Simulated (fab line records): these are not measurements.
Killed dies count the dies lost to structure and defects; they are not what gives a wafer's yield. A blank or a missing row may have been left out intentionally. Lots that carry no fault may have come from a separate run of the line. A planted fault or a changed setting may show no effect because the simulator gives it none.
Matching of chambers ; flow nand harc ; NHARC_P_M0_DEP_32 on pecvd-04: 3 sister chambers
The step deposits SiCN, target thk 30 nm. 24 wafers are shown with their chamber, then 12 later ones without.

== WAFERS, EACH WITH ITS CHAMBER ==
wafer;chamber;showerhead vpp V (V);heater power outer w (W);heater power w (W)
L074.4;0;1186;339;584
L074.5;2;1386;358;650
L074.6;1;1336;355;630
L075.2;2;1413;294;543
L075.3;0;1190;386;678
L075.6;0;1206;392;678
L078.1;2;1378;289;521
L078.4;1;1354;392;679
L078.5;2;1385;310;550
L082.1;0;1194;390;677
L082.4;2;1355;313;565
L082.6;0;1169;401;663
L083.2;1;1344;351;610
L083.3;0;1194;354;638
L083.5;2;1389;371;645
L084.2;0;1195;345;626
L084.3;1;1337;373;643
L084.6;2;1381;329;572
L085.1;2;1394;367;638
L085.3;0;1197;355;633
L085.4;0;1174;356;627
L086.1;0;1184;346;615
L086.3;2;1384;298;527
L086.4;2;1379;300;540

SIGNATURES (averages over the wafers above)
reading;chamber 0;chamber 1;chamber 2;scatter within a chamber
showerhead vpp V;1188.90;1342.75;1384.40;12.3
heater power outer w;366.40;367.75;322.90;26.5
heater power w;641.90;640.50;575.10;40.3
Rule: for each reading, subtract the chamber's mean from the wafer's reading, divide by that reading's scatter and square the result; add these up over the readings and take the root, which gives the wafer's distance from the chamber. If the next closest chamber is less than 2 further off than the closest, the wafer can't be placed; otherwise it belongs to the closest. The scatter is the square root of a quotient: the sum, over the shown wafers, of each reading's squared deviation from its chamber's mean, divided by wafers minus chambers.

== WAFERS WHOSE CHAMBER IS MISSING ==
wafer;showerhead vpp V (V);heater power outer w (W);heater power w (W)
L087.4;1355;410;699
L087.5;1368;367;632
L087.6;1183;321;579
L094.1;1352;334;630
L094.2;1218;346;610
L094.6;1192;352;611
L095.2;1341;406;726
L095.5;1211;383;656
L095.6;1411;278;539
L096.1;1397;348;622
L096.3;1359;404;739
L096.6;1375;355;633

== EACH ONE'S CHAMBER ==
wafer;from the rows above;in truth
L087.4;1;1
L087.5;can't be placed: 1 or 2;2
L087.6;0;0
L094.1;can't be placed: 1 or 2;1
L094.2;0;0
L094.6;0;0
L095.2;1;1
L095.5;0;0
L095.6;2;2
L096.1;2;2
L096.3;1;1
L096.6;can't be placed: 2 or 1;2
9 of 12 placed correctly. Can't be placed from these rows: 3 (the true chamber is among the candidates in 3). Placed wrongly: 0.
